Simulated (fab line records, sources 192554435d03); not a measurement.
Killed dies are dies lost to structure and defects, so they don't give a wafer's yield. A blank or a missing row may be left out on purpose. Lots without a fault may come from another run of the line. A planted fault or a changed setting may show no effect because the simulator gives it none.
Split-lot experiment | flow n5_finfet | 7 lots, 39 wafers read, on a route of 1938 steps

THE SPLIT
At N5_STI_FIN_REVEAL_ETCHBACK_08 (etches SiO2 in C4F6/O2, target depth 30.5 nm, time 10.167 s), the setting time_s was moved away from the recipe's 10.167 s on 18 of the 39 wafers read, by -58.8% to +32.5%. The other wafers ran this setting at the recipe's value.

FROM THE SPLIT TO THE READING: what the file shows between them, 3 steps
- N5_STI_FIN_REVEAL_STRIP_24: strips in N2/H2, time 90 s
- N5_STI_FIN_REVEAL_PRECLEAN_25: cleans in SPM, time 90 s
- N5_STI_FIN_REVEAL_SRD_23: time 30 s

THE READING
trench_depth_nm, in nm, at N5_STI_FIN_REVEAL_FIN_H_MEAS_10. Fault-free wafers of this fab line usually give 51.9 nm, standard deviation 0.66 nm.

wafer  | tool, chamber at the split | time_s as run, s | against the recipe | trench_depth_nm, nm | against lot-mates on the recipe
L077.1 | rie_diel-04, 2,3,3         | 10.167           | recipe             | 53.2                | -
L077.2 | rie_diel-04, 1,0,2         | 4.191            | -58.8%             | 34.6                | -18.3
L077.3 | rie_diel-04, 1,0,2         | 4.191            | -58.8%             | 33.7                | -19.2
L077.4 | rie_diel-04, 2,3,3         | 10.167           | recipe             | 52.6                | -
L077.5 | rie_diel-04, 2,3,3         | 10.167           | recipe             | 52.8                | -
L077.6 | rie_diel-04, 1,0,2         | 4.191            | -58.8%             | 35.0                | -17.9
L078.1 | rie_diel-04, 2,3,1         | 4.305            | -57.7%             | 34.7                | -17.2
L078.2 | rie_diel-04, 1,0,2         | 10.167           | recipe             | 52.0                | -
L078.3 | rie_diel-04, 1,0,2         | 10.167           | recipe             | 51.3                | -
L078.4 | rie_diel-04, 2,3,1         | 4.305            | -57.7%             | 35.3                | -16.6
L078.5 | rie_diel-04, 1,0,2         | 10.167           | recipe             | 52.5                | -
L078.6 | rie_diel-04, 2,3,1         | 4.305            | -57.7%             | 34.8                | -17.1
L079.1 | rie_diel-06, 3,0,3         | 6.808            | -33.0%             | 40.9                | -10.9
L079.2 | rie_diel-06, 3,0,3         | 6.808            | -33.0%             | 41.4                | -10.4
L079.3 | rie_diel-06, 2,1,0         | 10.167           | recipe             | 51.8                | -
L079.4 | rie_diel-06, 2,1,0         | 10.167           | recipe             | 51.8                | -
L079.5 | rie_diel-06, 3,0,3         | 6.808            | -33.0%             | 41.4                | -10.4
L079.6 | rie_diel-06, 2,1,0         | 10.167           | recipe             | 51.8                | -
L088.1 | rie_diel-04, 0,1,0         | 13.47            | +32.5%             | 60.8                | +8.2
L088.2 | rie_diel-04, 1,3,2         | 10.167           | recipe             | 52.1                | -
L088.3 | rie_diel-04, 1,3,2         | 10.167           | recipe             | 52.4                | -
L088.4 | rie_diel-04, 1,3,2         | 10.167           | recipe             | 53.2                | -
L088.5 | rie_diel-04, 0,1,0         | 13.47            | +32.5%             | 62.4                | +9.8
L088.6 | rie_diel-04, 0,1,0         | 13.47            | +32.5%             | 60.9                | +8.3
L089.2 | rie_diel-06, 2,3,0         | 10.167           | recipe             | 51.2                | -
L089.3 | rie_diel-06, 2,3,0         | 10.167           | recipe             | 51.0                | -
L089.4 | rie_diel-06, 2,3,0         | 10.167           | recipe             | 51.2                | -
L090.1 | rie_diel-06, 0,3,0         | 10.167           | recipe             | 51.4                | -
L090.2 | rie_diel-06, 0,3,0         | 10.167           | recipe             | 51.5                | -
L090.3 | rie_diel-06, 2,2,3         | 4.672            | -54.0%             | 34.9                | -16.5
L090.4 | rie_diel-06, 0,3,0         | 10.167           | recipe             | 51.3                | -
L090.5 | rie_diel-06, 2,2,3         | 4.672            | -54.0%             | 35.3                | -16.1
L090.6 | rie_diel-06, 2,2,3         | 4.672            | -54.0%             | 35.2                | -16.2
L094.1 | rie_diel-04, 0,3,1         | 5.398            | -46.9%             | 37.3                | -14.5
L094.2 | rie_diel-04, 0,3,1         | 5.398            | -46.9%             | 37.5                | -14.3
L094.3 | rie_diel-04, 2,3,0         | 10.167           | recipe             | 52.7                | -
L094.4 | rie_diel-04, 0,3,1         | 5.398            | -46.9%             | 37.5                | -14.3
L094.5 | rie_diel-04, 2,3,0         | 10.167           | recipe             | 51.7                | -
L094.6 | rie_diel-04, 2,3,0         | 10.167           | recipe             | 51.0                | -
Where a row lists several chambers, the file gives one row for several wafers and doesn't say which wafer went through which chamber.

THE FIT
A straight line over all 39 wafers: trench_depth_nm changes by +0.301 nm for each +1% of time_s; r = +1.00; the points scatter about the line by 0.66 nm.
The same after taking each lot's own level away (the mean of its wafers on the recipe; 39 wafers): +0.3 nm for each +1%; r = +1.00; scatter 0.55 nm.
On that fit, the largest move of time_s shifts the reading by 18 nm.
The lots' own levels span 51.13 to 52.87 nm, that is 2.6 times the standard deviation above.
So the lot-to-lot level changes the slope little: the two slopes agree.
Check: with one of the wafers moved furthest among these (-58.8%) left out of the fit, the line predicts -17.8 nm for it against its lot-mates. It came out at -18.3 nm against them.

OTHER SPLITS ON THESE WAFERS
These wafers also went through other splits before the reading. Each is held against what the fit with the lots' levels taken away leaves over:
other split on the same wafers | wafers away from the commonest value | r with trench_depth_nm (lot level and that fit taken away)
N5_FIN_SAQP_HM_DEP_03 time_s   | 12                                   | -0.22

THE FILE'S OWN FIT
trench_depth_nm changes by +0.303 nm for each +1% of time_s, r = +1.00.
